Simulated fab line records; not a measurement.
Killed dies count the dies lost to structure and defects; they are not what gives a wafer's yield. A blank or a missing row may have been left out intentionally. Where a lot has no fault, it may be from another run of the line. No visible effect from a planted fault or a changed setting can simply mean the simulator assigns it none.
Which tool did it?    flow n5 finfet    24 wafers from 8 lots sampled at 8 of the route's 1938 steps

WHAT THE GAUGES SHOWED, per wafer
N5_FIN_SAQP_CD_MEAS_27 targets a cd of 20 nm. Usual: cd nm reads 20.36 nm (standard deviation 0.23).
lot   measured     on         cd nm (nm)         flag
L753  day 2 01:16  cd sem-02  20.32 20.60 20.35  
L755  day 2 13:11  cd sem-03  20.16 19.93 20.41  
L756  day 2 17:58  cd sem-03  20.16 20.38 20.52  
L758  day 3 07:59  cd sem-02  20.24 20.61 20.45  
L760  day 3 18:56  cd sem-01  20.40 20.57 20.84  
L763  day 4 12:18  cd sem-03  20.29 20.45 20.93  
L765  day 5 00:40  cd sem-01  20.23 20.44 20.09  
L773  day 7 01:10  cd sem-03  20.79 20.15 20.54  

N5_FIN_SAQP_CD_MEAS_31 targets a cd of 8 nm. Usual: cd nm reads 8.11 nm (standard deviation 0.21).
lot   measured     on         cd nm (nm)      flag
L753  day 2 03:28  cd sem-01  8.18 7.96 8.18  
L755  day 2 15:19  cd sem-01  8.07 8.09 8.40  
L756  day 2 19:54  cd sem-03  8.23 8.00 8.14  
L758  day 3 10:01  cd sem-01  7.68 8.22 8.04  
L760  day 3 20:34  cd sem-01  7.92 8.24 8.45  
L763  day 4 13:51  cd sem-03  8.07 8.50 7.96  
L765  day 5 02:13  cd sem-01  7.86 8.18 7.95  
L773  day 7 03:02  cd sem-02  8.32 7.88 7.75  

N5_FIN_SAQP_INSPECT_40: inspects for defects (brightfield). Usual: raw defect count reads 235 (standard deviation 83).
lot   measured     on                 raw defect count  flag
L753  day 2 04:03  defect inspect-01  181 184 170       
L755  day 2 16:01  defect inspect-01  266 238 268       
L756  day 2 20:40  defect inspect-02  215 173 196       
L758  day 3 10:36  defect inspect-02  200 163 373       
L760  day 3 21:08  defect inspect-01  304 362 241       
L763  day 4 14:29  defect inspect-01  333 318 202       
L765  day 5 02:47  defect inspect-01  290 319 146       
L773  day 7 03:43  defect inspect-02  313 1947 1937     OFF

N5_BEOL_M4_RC_MEAS_101. Usual: DIBL_N 36.6 mV/V, standard deviation 1.3; DIBL_P 36.4 mV/V, standard deviation 1.4; IOFF_N 0.167 nA/um, standard deviation 0.023; IOFF_P 0.219 nA/um, standard deviation 0.029; ION_N 678 uA/um, standard deviation 8.7; ION_P 464 uA/um, standard deviation 6.4; SS_N 71.5 mV/dec, standard deviation 0.53; SS_P 73.4 mV/dec, standard deviation 0.57; VT_N 248.5 mV, standard deviation 2.8; VT_P -249 mV, standard deviation 3.1.
lot   measured      on         DIBL_N (mV/V)   DIBL_P (mV/V)   IOFF_N (nA/um)     IOFF_P (nA/um)     ION_N (uA/um)  ION_P (uA/um)  SS_N (mV/dec)   SS_P (mV/dec)   VT_N (mV)          VT_P (mV)       flag
L753  day 8 17:11   prober-01  37.4 37.8 36.8  37.4 37.4 36.8  0.195 0.193 0.171  0.237 0.224 0.216  697 690 683    467 465 465    72.2 70.9 71.2  73.3 72.9 73.5  243.2 245.4 248.1  -248 -249 -250  
L755  day 9 04:13   prober-02  35.3 34.1 34.1  33.7 32.7 33.6  0.136 0.125 0.129  0.182 0.170 0.179  658 659 668    455 458 458    70.3 70.5 70.8  73.0 72.9 72.8  255.9 253.4 253.7  -250 -250 -251  
L756  day 9 01:15   prober-02  35.6 37.3 36.9  34.5 36.0 36.0  0.152 0.181 0.180  0.219 0.244 0.244  676 685 679    470 472 468    71.3 71.9 71.7  73.5 73.3 73.9  247.8 246.9 249.0  -246 -247 -245  
L758  day 9 09:05   prober-02  34.3 35.1 36.7  33.1 33.8 35.5  0.125 0.132 0.164  0.212 0.219 0.256  660 673 675    468 475 476    71.6 71.4 73.2  72.4 72.5 72.3  254.0 253.4 249.6  -247 -249 -245  
L760  day 10 17:10  prober-01  36.8 36.2 35.3  37.2 36.7 35.4  0.144 0.149 0.128  0.192 0.185 0.163  676 678 675    460 460 452    71.5 71.3 71.1  73.0 73.2 72.7  251.5 251.0 253.6  -252 -256 -255  
L763  day 12 19:20  prober-01  34.9 36.6 34.6  34.7 36.5 34.2  0.144 0.170 0.131  0.182 0.208 0.178  674 669 665    460 458 461    71.2 71.6 70.7  72.9 73.3 72.7  250.8 247.6 249.1  -253 -249 -251  
L765  day 13 02:11  prober-02  35.6 36.8 35.9  34.4 36.1 35.5  0.148 0.175 0.152  0.192 0.229 0.214  673 687 671    458 468 464    70.7 71.4 71.7  73.2 73.6 73.0  250.9 248.2 248.8  -250 -248 -248  
L773  day 14 22:31  prober-01  39.3            37.6            0.193              0.207              689            461            71.7            74.3            245.8              -252            

TOOL THAT RAN EACH LOT (tool first, then ch and the chambers of the sampled wafers, then the start)
lot   N5_FIN_SAQP_RECESS_75              N5_FIN_SAQP_MANDREL_ETCH_58      N5_FIN_SAQP_ETCH_69                N5_FIN_SAQP_SPACER2_ETCHBACK_29
L753  vapor etch-01 ch 1, day 1 23:53    rie si-04 ch 2,3, day 2 01:47    rie diel-01 ch 0,3, day 2 02:20    rie diel-05 ch 0,1,3, day 2 03:16
L755  vapor etch-01 ch 0,1, day 2 11:49  rie si-02 ch 0,2,3, day 2 13:29  rie diel-04 ch 1,2,3, day 2 14:07  rie diel-05 ch 0,1,2, day 2 15:07
L756  vapor etch-01 ch 0,1, day 2 16:38  rie si-04 ch 2,3, day 2 18:16    rie diel-04 ch 1,2,3, day 2 18:48  rie diel-04 ch 0,1,2, day 2 19:42
L758  vapor etch-01 ch 0,1, day 3 06:34  rie si-04 ch 1,2,3, day 3 08:19  rie diel-04 ch 0,1,3, day 3 08:53  rie diel-04 ch 1,2,3, day 3 09:50
L760  vapor etch-01 ch 0,1, day 3 17:38  rie si-05 ch 1,2, day 3 19:08    rie diel-04 ch 2,3, day 3 19:40    rie diel-04 ch 0,3, day 3 20:22
L763  vapor etch-02 ch 0,1, day 4 11:00  rie si-04 ch 0,1,2, day 4 12:29  rie diel-05 ch 0,1,3, day 4 13:01  rie diel-05 ch 0,2, day 4 13:39
L765  vapor etch-01 ch 0,1, day 4 22:43  rie si-02 ch 0,2,3, day 5 00:51  rie diel-04 ch 1,2,3, day 5 01:23  rie diel-01 ch 1,2,3, day 5 02:01
L773  vapor etch-02 ch 0,1, day 6 23:31  rie si-04 ch 0,1,2, day 7 01:25  rie diel-01 ch 0,1,2, day 7 02:05  rie diel-04 ch 0,1,3, day 7 02:50
- N5_FIN_SAQP_RECESS_75: chemistry HF/NH3, target SiO2, target depth 14.4 nm, afs cycles 3, sublimation time 60 s.
- N5_FIN_SAQP_MANDREL_ETCH_58: etches a-Si in HBr/Cl2, stops on SiNx, target depth 45 nm, bt time 10 s, time 27 s.
- N5_FIN_SAQP_ETCH_69: etches SOC in N2/H2, stops on SiNx, target depth 150 nm.
- N5_FIN_SAQP_SPACER2_ETCHBACK_29: etches SiO2 in CHF3/O2, target depth 12.2 nm, time 6.1 s.

WHAT THE TOOLS THEMSELVES READ (means of the sampled wafers that have a number; where no wafer has one, the mark that the record gives instead)
N5_FIN_SAQP_RECESS_75. Usual: drypump motor current A reads 5.6 A (standard deviation 0.62).
lot   tool           drypump motor current A (A)  flag
L753  vapor etch-01  5.3                          
L755  vapor etch-01  5.7                          
L756  vapor etch-01  5.7                          
L758  vapor etch-01  5.7                          
L760  vapor etch-01  5.7                          
L763  vapor etch-02  5.1                          
L765  vapor etch-01  5.7                          
L773  vapor etch-02  5.1                          

N5_FIN_SAQP_MANDREL_ETCH_58. Usual: drypump motor current A 5.99 A, standard deviation 0.28; oes product au 0.698 a.u., standard deviation 0.012; throttle valve pct 35.52 %, standard deviation 0.21.
lot   tool       drypump motor current A (A)  oes product au (a.u.)  throttle valve pct (%)  flag
L753  rie si-04  6.03                         0.704                  35.57                   
L755  rie si-02  5.88                         0.687                  35.79                   
L756  rie si-04  5.96                         0.700                  35.60                   
L758  rie si-04  6.10                         0.697                  35.49                   
L760  rie si-05  6.16                         0.706                  35.55                   
L763  rie si-04  6.11                         0.696                  35.42                   
L765  rie si-02  5.89                         0.695                  35.80                   
L773  rie si-04  6.10                         0.680                  35.46                   

N5_FIN_SAQP_ETCH_69. Usual: drypump motor current A 5.8 A, standard deviation 0.5; oes product au 0.77 a.u., standard deviation 0.07; rf vpp V 241.1 V, standard deviation 1.1; showerhead plenum p Torr 2.57 Torr, standard deviation 0.066; throttle valve pct 17.92 %, standard deviation 0.15.
lot   tool         drypump motor current A (A)  oes product au (a.u.)  rf vpp V (V)  showerhead plenum p Torr (Torr)  throttle valve pct (%)  flag
L753  rie diel-01  6.1                          0.91                   241.4         2.53                             17.78                   
L755  rie diel-04  5.7                          0.71                   240.8         2.56                             18.02                   
L756  rie diel-04  5.8                          0.71                   240.4         2.56                             18.02                   
L758  rie diel-04  6.0                          0.69                   242.1         2.58                             17.98                   
L760  rie diel-04  5.5                          0.69                   242.2         2.59                             18.08                   
L763  rie diel-05  6.1                          0.83                   240.7         2.58                             17.83                   
L765  rie diel-04  5.8                          0.69                   241.0         2.55                             18.05                   
L773  rie diel-01  5.7                          0.46                   241.1         2.54                             17.79                   OFF

N5_FIN_SAQP_SPACER2_ETCHBACK_29. Usual: drypump motor current A 5.9 A, standard deviation 0.43; oes product au 0.77 a.u., standard deviation 0.085; rf vpp V 526 V, standard deviation 4.6; showerhead plenum p Torr 2.44 Torr, standard deviation 0.054; throttle valve pct 19.00 %, standard deviation 0.15.
lot   tool         drypump motor current A (A)  oes product au (a.u.)  rf vpp V (V)  showerhead plenum p Torr (Torr)  throttle valve pct (%)  flag
L753  rie diel-05  6.1                          0.87                   523           2.45                             18.87                   
L755  rie diel-05  6.1                          0.83                   525           2.50                             18.92                   
L756  rie diel-04  6.0                          0.72                   527           2.43                             19.05                   
L758  rie diel-04  5.8                          0.70                   526           2.43                             19.11                   
L760  rie diel-04  6.0                          0.69                   530           2.48                             19.04                   
L763  rie diel-05  5.9                          0.79                   526           2.51                             19.09                   
L765  rie diel-01  5.3                          0.77                   525           2.44                             19.00                   
L773  rie diel-04  6.0                          0.49                   527           2.44                             18.89                   OFF

THE ANSWER, worked out from the rows above alone
Rule: take the mean of a lot's wafers that have a number; if it is more than 3 standard deviations from the usual mean, the lot is off. Also off: a lot with no number at a reading for which 4 or more lots have one. Where the step has rows for the other lots, those lots are counted as sound. Order of review: gauges by route order, followed by the tools' own readings, for which a lot's mean as printed above is used. At the first step where some lot is off, the reading lying furthest off is the one used; lots without a number count as furthest.
Off, at N5_FIN_SAQP_INSPECT_40 on raw defect count: L773.
If a tool, at a process step before that reading, ran all the lots that are off and no sound lot after the first of them, it fits. Not tried: the gauges at N5_FIN_SAQP_INSPECT_40; whatever is off there is also off at N5_FIN_SAQP_ETCH_69, on other tools, and gauge error can't account for it. Can't be told from this: 4 tools fit, vapor etch-02 at N5_FIN_SAQP_RECESS_75, rie si-04 at N5_FIN_SAQP_MANDREL_ETCH_58, rie diel-01 at N5_FIN_SAQP_ETCH_69, rie diel-04 at N5_FIN_SAQP_SPACER2_ETCHBACK_29.

WHAT HAD BEEN PUT IN BY THE SIMULATOR
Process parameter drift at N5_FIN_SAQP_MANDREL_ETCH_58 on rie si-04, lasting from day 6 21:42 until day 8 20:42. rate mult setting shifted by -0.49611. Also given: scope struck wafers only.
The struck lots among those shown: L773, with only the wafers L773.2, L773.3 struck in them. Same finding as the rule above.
